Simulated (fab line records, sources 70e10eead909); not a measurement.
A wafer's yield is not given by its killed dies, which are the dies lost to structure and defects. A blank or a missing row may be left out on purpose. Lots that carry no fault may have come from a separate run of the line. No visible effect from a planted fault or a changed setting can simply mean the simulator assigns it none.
fab line records + flow nand_harc
record
- lots=6
- wafers=16
- last_day=24
route steps=1159 shown P_CONTACT@218 END@1159
lots with no fault: from the same line, run without faults
start_h: hours from the record's first day to the start of the lot's first wafer shown + wait_h: hours from the lot's prior step to this one + " identical to the entry in the row above + L1.1+2: a row that stands for several wafers + - no value present, or no start provided + * or withheld: withheld + < > ~ a bound
route shown NAME@n: a module of which the file shows steps, and the number in the route of the first + usual: the fault-free wafers' mean and standard deviation + same: alike in all rows + chamber/n: place in a boat + sites: readings site by site + _std_site: the standard deviation of these + _edge_site: inner sites' mean taken away from outer sites' mean + radius_mm: for every site, how far away it sits from the centre of the wafer + mask NAME#n: copy n + behind: the most recent tool/chamber to have shaped the wafer + hold: reason for holding the lot/hours on hold/outcome of the hold + device: names the non-switching transistor (n, p or np) + end of line: the tests these same wafers got at the end of their route + a step given without rows: its recipe and nothing more + killed: dies lost to structure and defects at the first sort, not the wafer's yield + map: a wafer's dies, marking killed ones x, the rest . and places with no die _
set.NAME: the setting that was run; set.NAME@STEP: the one run at that earlier step + model.NAME: the simulator's own value behind a step, which no gauge read
certain route steps with their lots: each step a table, each wafer a row
services: from which hour (start_h, from the record's first day; less than 0 if before it) a tool's chamber was out of use, for how many hours, and why
## steps
# step NHARC_P_CONTACT_DEP_00
# recipe
- target_thk_a=5000
- temp_c=400
- pressure_torr=6.5
- rf_w=900
- teos_flow_sccm=161.4
- flow_sccm=2650
- target_thk_nm=500
- gas=O2
- material=SiO2
# usual
- heater_power_w=517/87
- throttle_valve_pct=16.3/0.49
| lot.wafer | tool     | chamber | start_h | wait_h | heater_power_w | throttle_valve_pct |
|-----------|----------|---------|---------|--------|----------------|--------------------|
| L380.1    | pecvd-02 | 0       | -       | -      | 501            | 16.3               |
| L380.3    | "        | 1       | "       | "      | 648            | 16.6               |
| L380.5    | "        | 1       | "       | "      | 495            | 16.3               |
| L379.2    | pecvd-02 | 0       | -       | -      | 498            | 16.7               |
| L379.4    | "        | 1       | "       | "      | 625            | 16.3               |
| L379.5    | "        | 0       | "       | "      | 540            | 16.3               |
| L385.4    | pecvd-04 | 2       | -       | -      | 529            | 16.8               |
| L387.3    | pecvd-02 | 0       | -       | -      | 541            | 15.7               |
| L387.5    | "        | 2       | "       | "      | 529            | 15.8               |
| L387.4    | "        | 0       | "       | "      | 567            | 16.4               |
| L389.3    | pecvd-04 | 1       | -       | -      | 570            | 16.4               |
| L389.5    | "        | 0       | "       | "      | 363            | 16.6               |
| L389.6    | "        | 1       | "       | "      | 450            | 16.4               |
| L396.1    | pecvd-03 | 0       | -       | -      | 458            | 17.1               |
| L396.4    | "        | 0       | "       | "      | 498            | 17.2               |
| L396.6    | "        | 1       | "       | "      | 587            | 15.8               |
# step NHARC_P_CONTACT_CMP_01
# recipe
- target_thk_nm=200
- material=SiO2
# usual
- edge_zone_pressure_frac=0.999/0.0045
- motor_current_A=11.9/0.8
- retaining_ring_pressure_frac=1.000/0.0048
| lot.wafer | tool   | chamber | start_h | wait_h | edge_zone_pressure_frac | motor_current_A | retaining_ring_pressure_frac |
|-----------|--------|---------|---------|--------|-------------------------|-----------------|------------------------------|
| L380.3    | cmp-03 | 3       | 124.48  | -      | 0.993                   | 12.2            | 0.993                        |
| L380.1    | "      | 1       | "       | "      | 0.998                   | 10.8            | 1.004                        |
| L380.5    | "      | 3       | "       | "      | 1.004                   | 12.1            | 0.992                        |
| L379.2    | cmp-03 | 1       | 131.59  | -      | 0.996                   | 11.0            | 1.000                        |
| L379.4    | "      | 0       | "       | "      | 0.998                   | 10.5            | 1.001                        |
| L379.5    | "      | 1       | "       | "      | 0.997                   | 11.4            | 1.003                        |
| L385.4    | cmp-01 | 0       | 156.67  | -      | 0.996                   | 11.9            | 1.000                        |
| L387.3    | cmp-03 | 3       | 168.37  | -      | 0.995                   | 12.3            | 0.999                        |
| L387.4    | "      | 2       | "       | "      | 1.003                   | 12.3            | 0.996                        |
| L387.5    | "      | 0       | "       | "      | 1.001                   | 11.0            | 1.005                        |
| L389.3    | cmp-01 | 2       | 185.74  | -      | 1.006                   | 11.6            | 1.006                        |
| L389.6    | "      | 3       | "       | "      | 1.004                   | 10.8            | 1.004                        |
| L389.5    | "      | 0       | "       | "      | 1.001                   | 11.9            | 0.991                        |
| L396.1    | cmp-01 | 1       | 230.49  | -      | 0.999                   | 12.3            | 1.009                        |
| L396.4    | "      | 2       | "       | "      | 0.998                   | 11.7            | 1.000                        |
| L396.6    | "      | 1       | "       | "      | 1.002                   | 12.4            | 1.002                        |
# step NHARC_P_CONTACT_SRD_03
# step NHARC_P_CONTACT_DEHYDRATE_04
# recipe
- temp_c=150
- time_s=120
# step NHARC_P_CONTACT_HMDS_05
# recipe
- time_s=30
# step NHARC_P_CONTACT_COAT_33
# recipe
- temp_c=260
- time_s=75
# step NHARC_P_CONTACT_COAT_34
# recipe
- temp_c=225
- time_s=65
# step NHARC_P_CONTACT_COAT_06
# recipe
- spin_rpm=1500
- resist_thk_nm=90
# step NHARC_P_CONTACT_SOFTBAKE_07
# recipe
- temp_c=105
- time_s=55
# step NHARC_P_CONTACT_EBR_08
# step NHARC_P_CONTACT_EXPOSE_09
# recipe
- na=1.35
- target_cd_nm=90
- dose_mj=81.26
- mask_id=P_CA
# step NHARC_P_CONTACT_PEB_10
# recipe
- peb_temp_c=100
- peb_time_s=65
# usual
- heater_power_total_W=156.5/0.42
- plate_temp_C=99.99/0.14
- resist_line_temp_C=23.02/0.11
| lot.wafer | tool           | chamber | start_h | wait_h | heater_power_total_W | plate_temp_C | resist_line_temp_C |
|-----------|----------------|---------|---------|--------|----------------------|--------------|--------------------|
| L380.1    | litho_track-01 | 0       | 125.08  | 0.1    | 157.1                | 100.00       | 22.79              |
| L380.3    | "              | 0       | "       | "      | 157.0                | 99.99        | 22.90              |
| L380.5    | "              | 0       | "       | "      | 156.0                | 99.96        | 23.01              |
| L379.2    | litho_track-06 | 0       | 132.35  | 0.1    | 156.1                | 99.99        | 23.13              |
| L379.4    | "              | 0       | "       | "      | 156.4                | 99.95        | 22.97              |
| L379.5    | "              | 0       | "       | "      | 156.3                | 100.10       | 22.99              |
| L385.4    | litho_track-06 | 0       | 157.26  | 0.1    | 154.8                | 99.47        | 22.94              |
| L387.3    | litho_track-01 | 0       | 168.99  | 0.0    | 156.0                | 100.25       | 22.88              |
| L387.4    | "              | 0       | "       | "      | 156.5                | 100.09       | 22.97              |
| L387.5    | "              | 0       | "       | "      | 156.2                | 100.04       | 22.92              |
| L389.3    | litho_track-06 | 0       | 186.29  | 0.0    | 155.7                | 99.41        | 22.96              |
| L389.5    | "              | 0       | "       | "      | 154.9                | 99.25        | 23.05              |
| L389.6    | "              | 0       | "       | "      | 155.7                | 99.30        | 23.09              |
| L396.1    | litho_track-01 | 0       | 231.21  | 0.1    | 156.0                | 99.92        | 23.04              |
| L396.4    | "              | 0       | "       | "      | 157.1                | 100.06       | 22.96              |
| L396.6    | "              | 0       | "       | "      | 156.0                | 99.84        | 23.00              |
# step NHARC_P_CONTACT_DEVELOP_11
# recipe
- develop_time_s=35
- dev_temp_c=23
# step NHARC_P_CONTACT_CD_MEAS_12
# recipe
- target_cd_nm=90
- landing_energy_ev=500
# usual
- cd_nm=89.8/0.82
| lot.wafer | tool      | chamber | start_h | wait_h | cd_nm |
|-----------|-----------|---------|---------|--------|-------|
| L380.1    | cd_sem-02 | 0       | 125.16  | -      | 88.9  |
| L380.3    | "         | 0       | "       | "      | 89.7  |
| L380.5    | "         | 0       | "       | "      | 89.3  |
| L379.2    | cd_sem-02 | 0       | 132.44  | -      | 90.4  |
| L379.4    | "         | 0       | "       | "      | 90.5  |
| L379.5    | "         | 0       | "       | "      | 91.0  |
| L385.4    | cd_sem-02 | 0       | 157.34  | -      | 87.6  |
| L387.3    | cd_sem-01 | 0       | 169.08  | -      | 90.1  |
| L387.4    | "         | 0       | "       | "      | 90.2  |
| L387.5    | "         | 0       | "       | "      | 90.1  |
| L389.3    | cd_sem-03 | 0       | 186.37  | -      | 88.9  |
| L389.5    | "         | 0       | "       | "      | 89.7  |
| L389.6    | "         | 0       | "       | "      | 88.2  |
| L396.1    | cd_sem-02 | 0       | 231.29  | -      | 90.3  |
| L396.4    | "         | 0       | "       | "      | 89.9  |
| L396.6    | "         | 0       | "       | "      | 90.3  |
# step NHARC_P_CONTACT_OVL_MEAS_13
# usual
- overlay_x_nm=-0.3/0.85
- overlay_y_nm=-0.1/0.96
| lot.wafer | tool       | chamber | start_h | wait_h | overlay_x_nm | overlay_y_nm |
|-----------|------------|---------|---------|--------|--------------|--------------|
| L380.1    | overlay-02 | -       | 125.24  | -      | -1.6         | 0.6          |
| L380.3    | "          | -       | "       | "      | -1.4         | 0.5          |
| L380.5    | "          | -       | "       | "      | -1.6         | 0.9          |
| L379.2    | overlay-02 | -       | 132.52  | -      | -0.8         | -0.5         |
| L379.4    | "          | -       | "       | "      | -0.4         | 0.0          |
| L379.5    | "          | -       | "       | "      | -0.6         | -0.5         |
| L385.4    | overlay-02 | -       | 157.43  | -      | 0.4          | 0.2          |
| L387.3    | overlay-01 | -       | 169.16  | -      | 0.0          | 1.2          |
| L387.4    | "          | -       | "       | "      | 0.4          | 0.5          |
| L387.5    | "          | -       | "       | "      | 0.2          | 0.4          |
| L389.3    | overlay-02 | -       | 186.46  | -      | 0.1          | 0.9          |
| L389.5    | "          | -       | "       | "      | -0.5         | 0.5          |
| L389.6    | "          | -       | "       | "      | -0.4         | 1.2          |
| L396.1    | overlay-02 | -       | 231.38  | -      | 0.2          | 0.7          |
| L396.4    | "          | -       | "       | "      | -0.3         | 1.1          |
| L396.6    | "          | -       | "       | "      | 0.7          | 0.9          |
# step NHARC_P_CONTACT_INSPECT_14
# usual
- raw_defect_count=4.0/2.1
| lot.wafer | tool              | chamber | start_h | wait_h | raw_defect_count |
|-----------|-------------------|---------|---------|--------|------------------|
| L380.1    | defect_inspect-01 | -       | 125.28  | 0.0    | 1                |
| L380.3    | "                 | -       | "       | "      | 7                |
| L380.5    | "                 | -       | "       | "      | 7                |
| L379.2    | defect_inspect-02 | -       | 132.56  | 0.0    | 2                |
| L379.4    | "                 | -       | "       | "      | 6                |
| L379.5    | "                 | -       | "       | "      | 3                |
| L385.4    | defect_inspect-01 | -       | 157.46  | 0.0    | 6                |
| L387.3    | defect_inspect-02 | -       | 169.20  | 0.0    | 6                |
| L387.4    | "                 | -       | "       | "      | 2                |
| L387.5    | "                 | -       | "       | "      | 4                |
| L389.3    | defect_inspect-01 | -       | 186.49  | 0.0    | 2                |
| L389.5    | "                 | -       | "       | "      | 4                |
| L389.6    | "                 | -       | "       | "      | 5                |
| L396.1    | defect_inspect-01 | -       | 231.42  | 0.0    | 4                |
| L396.4    | "                 | -       | "       | "      | 6                |
| L396.6    | "                 | -       | "       | "      | 5                |
# step NHARC_P_CONTACT_DESCUM_17
# recipe
- time_s=3
- o2_flow_sccm=200
- ar_flow_sccm=0
- bias_power_w=0
- chemistry=O2
# usual
- drypump_motor_current_A=5.7/0.49
- oes_product_au=1.002/0.013
- rf_vpp_V=57.8/0.92
- showerhead_plenum_p_Torr=1.93/0.072
- throttle_valve_pct=11.311/0.0087
| lot.wafer | tool        | chamber | start_h | wait_h | drypump_motor_current_A | oes_product_au | rf_hours_counter_h | rf_vpp_V | showerhead_plenum_p_Torr | throttle_valve_pct | model.P_CONTACT.cd_nm |
|-----------|-------------|---------|---------|--------|-------------------------|----------------|--------------------|----------|--------------------------|--------------------|-----------------------|
| L380.1    | rie_diel-02 | 0       | 125.35  | 0.1    | 5.9                     | 1.024          | 15                 | 57.9     | 2.03                     | 11.301             | 88.34                 |
| L380.3    | "           | 1       | "       | "      | 6.5                     | 0.999          | 13                 | 55.3     | 1.86                     | 11.302             | 89.98                 |
| L380.5    | "           | 3       | "       | "      | 5.8                     | 1.002          | -                  | 56.9     | 1.93                     | 11.299             | 89.62                 |
| L379.2    | rie_diel-10 | 1       | 132.62  | 0.1    | 5.6                     | 1.003          | 11                 | 57.2     | 1.93                     | 11.316             | 90.65                 |
| L379.4    | "           | 3       | "       | "      | 5.4                     | 0.994          | 13                 | 59.8     | 1.95                     | 11.306             | 90.91                 |
| L379.5    | "           | 2       | "       | "      | 5.0                     | 0.994          | -                  | 59.3     | 1.88                     | 11.322             | 90.39                 |
| L385.4    | rie_diel-10 | 1       | 157.54  | 0.1    | 5.6                     | 1.006          | 13                 | 58.4     | 1.93                     | 11.317             | 87.26                 |
| L387.4    | rie_diel-02 | 3       | 169.26  | 0.1    | 5.8                     | 1.014          | 1                  | 59.2     | 1.93                     | 11.307             | 90.9                  |
| L387.3    | "           | 2       | "       | "      | 5.9                     | 1.001          | 1                  | 58.8     | 2.04                     | 11.308             | 90.11                 |
| L387.5    | "           | 3       | "       | "      | 5.8                     | 1.009          | -                  | 57.0     | 1.93                     | 11.312             | 90.2                  |
| L389.3    | rie_diel-02 | 1       | 186.55  | 0.1    | 6.5                     | 0.979          | 2                  | 58.6     | 1.86                     | 11.303             | 89.29                 |
| L389.5    | "           | 1       | "       | "      | 6.4                     | 0.978          | -                  | 56.7     | 1.86                     | 11.324             | 90.06                 |
| L389.6    | "           | 2       | "       | "      | 5.9                     | 1.000          | -                  | 57.8     | 2.04                     | 11.301             | 87.91                 |
| L396.1    | rie_diel-10 | 3       | 231.49  | 0.1    | 5.5                     | 1.002          | 5                  | 59.3     | 1.94                     | 11.310             | 90.78                 |
| L396.6    | "           | 2       | "       | "      | 5.0                     | 1.012          | -                  | 57.1     | 1.87                     | 11.300             | 89.97                 |
| L396.4    | "           | 1       | "       | "      | 5.6                     | 0.991          | -                  | 58.1     | 1.93                     | 11.315             | 89.42                 |
# step NHARC_P_CONTACT_ETCH_35
# recipe
- target_depth_a=390
- over_etch_frac=0.3
- time_s=65
- ion_energy_ev=80
- cf4_flow_sccm=150
- ar_flow_sccm=0
- rf_w=300
- bias_w=100
- chemistry=CF4
# usual
- drypump_motor_current_A=5.8/0.5
- oes_product_au=1.002/0.014
- rf_vpp_V=151.4/1.1
- showerhead_plenum_p_Torr=1.78/0.063
- throttle_valve_pct=13.284/0.0089
| lot.wafer | tool        | chamber | start_h | wait_h | drypump_motor_current_A | oes_product_au | rf_hours_counter_h | rf_vpp_V | showerhead_plenum_p_Torr | throttle_valve_pct | model.P_CONTACT.cd_nm |
|-----------|-------------|---------|---------|--------|-------------------------|----------------|--------------------|----------|--------------------------|--------------------|-----------------------|
| L380.1    | rie_diel-02 | 0       | 125.43  | 0.1    | 5.9                     | 1.005          | 15                 | 152.5    | 1.87                     | 13.278             | 88.37                 |
| L380.3    | "           | 2       | "       | "      | 5.9                     | 1.007          | 12                 | 154.0    | 1.88                     | 13.286             | 90.11                 |
| L380.5    | "           | 1       | "       | "      | 6.5                     | 0.989          | -                  | 151.0    | 1.73                     | 13.292             | 89.37                 |
| L379.2    | rie_diel-10 | 3       | 132.71  | 0.1    | 5.4                     | 0.989          | 13                 | 151.3    | 1.80                     | 13.295             | 90.96                 |
| L379.4    | "           | 0       | "       | "      | 5.7                     | 1.014          | 13                 | 150.3    | 1.68                     | 13.283             | 91.64                 |
| L379.5    | "           | 3       | "       | "      | 5.4                     | 0.989          | -                  | 150.5    | 1.80                     | 13.287             | 90.78                 |
| L385.4    | rie_diel-10 | 3       | 157.61  | 0.1    | 5.4                     | 0.992          | 15                 | 152.4    | 1.80                     | 13.286             | 87.65                 |
| L387.3    | rie_diel-02 | 0       | 169.34  | 0.1    | 5.9                     | 1.019          | 1                  | 151.1    | 1.87                     | 13.286             | 89.99                 |
| L387.4    | "           | 3       | "       | "      | 5.7                     | 0.998          | 1                  | 153.5    | 1.78                     | 13.291             | 90.98                 |
| L387.5    | "           | 0       | "       | "      | 5.9                     | 1.023          | -                  | 153.0    | 1.86                     | 13.278             | 90.27                 |
| L389.3    | rie_diel-02 | 0       | 186.65  | 0.1    | 5.8                     | 1.027          | 2                  | 152.5    | 1.86                     | 13.287             | 89.5                  |
| L389.5    | "           | 2       | "       | "      | 5.9                     | 1.003          | -                  | 151.6    | 1.88                     | 13.277             | 90.2                  |
| L389.6    | "           | 3       | "       | "      | 5.8                     | 1.028          | -                  | 152.2    | 1.78                     | 13.288             | 87.99                 |
| L396.1    | rie_diel-10 | 2       | 231.60  | 0.1    | 5.0                     | 1.004          | 5                  | 150.3    | 1.73                     | 13.278             | 90.97                 |
| L396.6    | "           | 3       | "       | "      | 5.4                     | 0.998          | -                  | 152.5    | 1.79                     | 13.290             | 89.5                  |
| L396.4    | "           | 1       | "       | "      | 5.6                     | 0.994          | -                  | 150.9    | 1.78                     | 13.282             | 89.3                  |
# step NHARC_P_CONTACT_ETCH_36
# recipe
- target_depth_a=2600
- over_etch_frac=0.25
- time_s=406.25
- ion_energy_ev=200
- n2_flow_sccm=150
- h2_flow_sccm=150
- ar_flow_sccm=0
- rf_w=400
- bias_w=150
- chemistry=N2/H2
# usual
- drypump_motor_current_A=5.7/0.46
- oes_product_au=1.004/0.014
- rf_vpp_V=430.8/2.4
- showerhead_plenum_p_Torr=2.05/0.082
- throttle_valve_pct=14.171/0.0086
| lot.wafer | tool        | chamber | start_h | wait_h | drypump_motor_current_A | oes_product_au | rf_hours_counter_h | rf_vpp_V | showerhead_plenum_p_Torr | throttle_valve_pct |
|-----------|-------------|---------|---------|--------|-------------------------|----------------|--------------------|----------|--------------------------|--------------------|
| L380.3    | rie_diel-02 | 2       | -       | -      | 6.0                     | 1.000          | 13                 | 434.8    | 2.19                     | 14.178             |
| L380.1    | "           | 3       | "       | "      | 5.8                     | 0.993          | 15                 | 432.1    | 2.06                     | 14.171             |
| L380.5    | "           | 0       | "       | "      | 5.9                     | 1.005          | -                  | 434.1    | 2.16                     | 14.168             |
| L379.4    | rie_diel-10 | 1       | -       | -      | 5.7                     | 0.999          | 11                 | 429.4    | 2.06                     | 14.166             |
| L379.2    | "           | 3       | "       | "      | 5.4                     | 0.981          | 13                 | 430.3    | 2.08                     | 14.164             |
| L379.5    | "           | 1       | "       | "      | 5.6                     | 1.007          | -                  | 431.5    | 2.06                     | 14.160             |
| L385.4    | rie_diel-10 | 3       | -       | -      | 5.4                     | 0.993          | 15                 | 431.9    | 2.08                     | 14.171             |
| L387.3    | rie_diel-02 | 0       | -       | -      | 5.9                     | 1.030          | 1                  | 434.3    | 2.16                     | 14.176             |
| L387.4    | "           | 1       | "       | "      | 6.5                     | 0.972          | 1                  | 429.5    | 1.98                     | 14.170             |
| L387.5    | "           | 3       | "       | "      | 5.8                     | 1.016          | -                  | 431.4    | 2.06                     | 14.163             |
| L389.3    | rie_diel-02 | 1       | -       | -      | 6.5                     | 0.984          | 2                  | 428.4    | 1.98                     | 14.176             |
| L389.5    | "           | 0       | "       | "      | 5.9                     | 1.022          | -                  | 434.2    | 2.16                     | 14.170             |
| L389.6    | "           | 1       | "       | "      | 6.4                     | 0.977          | -                  | 429.0    | 1.98                     | 14.184             |
| L396.1    | rie_diel-10 | 2       | -       | -      | 4.9                     | 1.010          | 5                  | 428.0    | 2.00                     | 14.164             |
| L396.6    | "           | 1       | "       | "      | 5.6                     | 0.985          | -                  | 430.9    | 2.05                     | 14.179             |
| L396.4    | "           | 3       | "       | "      | 5.4                     | 0.992          | -                  | 432.9    | 2.07                     | 14.172             |
# step NHARC_END_SORT_01
# recipe
- temp_c=25
# usual
- killed_at_array=24/8.7
- killed_at_other=0.8/1.2
- killed_at_periphery=3.6/2.3
- killed_dies=28/8.9
- killed_open=3.2/1.9
- killed_short=2.0/1.6
# same
- gross_dies=677
| lot.wafer | tool      | chamber | start_h | wait_h | killed_at_array | killed_at_other | killed_at_periphery | killed_dies | killed_open | killed_short |
|-----------|-----------|---------|---------|--------|-----------------|-----------------|---------------------|-------------|-------------|--------------|
| L387.3    | prober-01 | 0       | 498.29  | 3.1    | 47              | 0               | 6                   | 53          | 7           | 1            |
| L387.4    | prober-01 | 0       | 499.09  | 3.4    | 33              | 1               | 6                   | 40          | 4           | 1            |
| L387.5    | prober-01 | 0       | 499.89  | 3.7    | 34              | 0               | 2                   | 36          | 2           | 3            |
| L389.3    | prober-02 | 0       | 555.58  | 3.1    | 22              | 1               | 9                   | 32          | 5           | 4            |
| L389.5    | prober-02 | 0       | 557.21  | 3.8    | 30              | 2               | 6                   | 38          | 5           | 4            |
| L389.6    | prober-02 | 0       | 558.03  | 4.1    | 30              | 1               | 2                   | 33          | 7           | 4            |
# killed by level:class
L387.3 A_CHANNEL_HOLE_D1:chamber_film_flake=16 A_SLIT:chamber_film_flake=15 A_CONTACT:chamber_film_flake=9 A_STAIRCASE:chamber_film_flake=3 P_M0:geometric_particle:open=2 P_GATE:geometric_particle:open=1 P_M1:geometric_particle:open=1 A_ONON_D1:geometric_particle:open=1
L387.4 A_CHANNEL_HOLE_D1:chamber_film_flake=19 A_SLIT:chamber_film_flake=6 P_BONDPAD:chamber_film_flake=3 A_CONTACT:chamber_film_flake=3 A_WL_FILL:chamber_film_flake=2 P_GATE:geometric_particle:open=1 P_CONTACT:geometric_particle:open=1 A_SGD_CUT:geometric_particle:short=1
L387.5 A_SLIT:chamber_film_flake=15 A_CHANNEL_HOLE_D1:chamber_film_flake=10 A_STAIRCASE:chamber_film_flake=3 P_BONDPAD:chamber_film_flake=1 A_ONON_D1:geometric_particle:open=1 A_ONON_D1:geometric_particle:short=1 A_CHANNEL_FILL_D1:geometric_particle:short=1 A_SGD_CUT:geometric_particle:short=1
L389.3 A_CHANNEL_HOLE_D1:chamber_film_flake=12 P_M1:chamber_film_flake=5 P_CONTACT:geometric_particle:open=2 A_ONON_D1:geometric_particle:short=2 P_M1:geometric_particle:open=1 A_ONON_D1:geometric_particle:open=1 A_CHANNEL_FILL_D1:geometric_particle:short=1 A_WL_FILL:geometric_particle:short=1
L389.5 A_CHANNEL_HOLE_D1:chamber_film_flake=18 P_M1:chamber_film_flake=4 A_CONTACT:geometric_particle:open=3 A_STAIRCASE:chamber_film_flake=3 THIN_TSV:chamber_film_flake=2 P_M0:geometric_particle:short=1 A_SOURCE_PLATE:geometric_particle:open=1 A_CHANNEL_FILL_D1:geometric_particle:open=1
L389.6 A_CHANNEL_HOLE_D1:chamber_film_flake=16 A_CONTACT:geometric_particle:open=3 A_ONON_D1:geometric_particle:open=2 A_CONTACT:chamber_film_flake=2 P_GATE:geometric_particle:short=1 A_SOURCE_PLATE:geometric_particle:open=1 A_SOURCE_PLATE:geometric_particle:short=1 A_ONON_D1:geometric_particle:short=1
## services
| tool           | chamber | start_h | hours | kind   |
|----------------|---------|---------|-------|--------|
| rie_diel-02    | 3       | 102.63  | 5.1   | repair |
| pecvd-02       | -       | 103.13  | 0.9   | repair |
| rie_diel-02    | 0       | 105.28  | -     | clean  |
| rie_diel-02    | 1       | 105.28  | -     | clean  |
| pecvd-03       | -       | 111.00  | 13.0  | pm     |
| rie_diel-10    | 2       | 112.56  | 2.2   | repair |
| cmp-03         | -       | 113.98  | 2.4   | repair |
| litho_track-06 | -       | 117.00  | 7.0   | pm     |
| rie_diel-02    | -       | 150.78  | 9.0   | pm     |
| pecvd-02       | -       | 153.11  | 13.0  | pm     |
| cmp-03         | -       | 156.00  | 4.0   | pm     |
| pecvd-02       | 1       | 169.26  | 6.8   | repair |
| rie_diel-10    | -       | 176.50  | 9.0   | pm     |
| cmp-03         | -       | 185.58  | 1.0   | repair |
| cmp-01         | -       | 186.28  | 4.0   | pm     |
| cmp-03         | -       | 190.57  | 6.6   | repair |
| cmp-01         | -       | 192.63  | 0.6   | repair |
| pecvd-04       | -       | 195.36  | 13.0  | pm     |
| rie_diel-10    | 1       | 204.97  | 3.9   | repair |
| rie_diel-10    | 0       | 217.32  | 19.7  | repair |
| rie_diel-02    | 1       | 219.32  | 3.7   | repair |
| rie_diel-02    | 1       | 223.10  | 4.4   | repair |
| cmp-01         | -       | 224.70  | 2.0   | repair |
| rie_diel-10    | 1       | 226.61  | 1.7   | repair |
## key
first_sign
- step=NHARC_P_CONTACT_PEB_10
- reading=plate_temp_C
- direction=down
- sigmas=4.5
- usual=*
- struck=*
effect
- step=NHARC_P_CONTACT_PEB_10
- reading=heater_power_total_W
- direction=down
- sigmas=3
- usual=*
- struck=*
model_effect
- step=NHARC_P_CONTACT_DESCUM_17
- value=P_CONTACT.cd_nm
- without=90.68
- struck=88.63
model_effect
- step=NHARC_P_CONTACT_ETCH_35
- value=P_CONTACT.cd_nm
- without=90.88
- struck=88.84
met_at NHARC_P_CONTACT_PEB_10
struck_wafers L385.4,L389.3,L389.5,L389.6
tester_left_out L385,L389
onset_between 132.35 157.26
fault
- kind=process_parameter_drift
- tool=litho_track-06
- chamber=-
- onset_h=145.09
- steps=NHARC_P_CONTACT_PEB_10
- channel=peb_temp_c
- offset=*
- shape=step
- end_h=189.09
- acts_in=*
- stated=*
# tester_left_out: of these lots the tester's yield and bins aren't shown, on N5 and GAA mostly nor the transistor test; their killed dies are dies lost to structure and defects alone, not to doping, threshold or leakage, so they don't give the yield
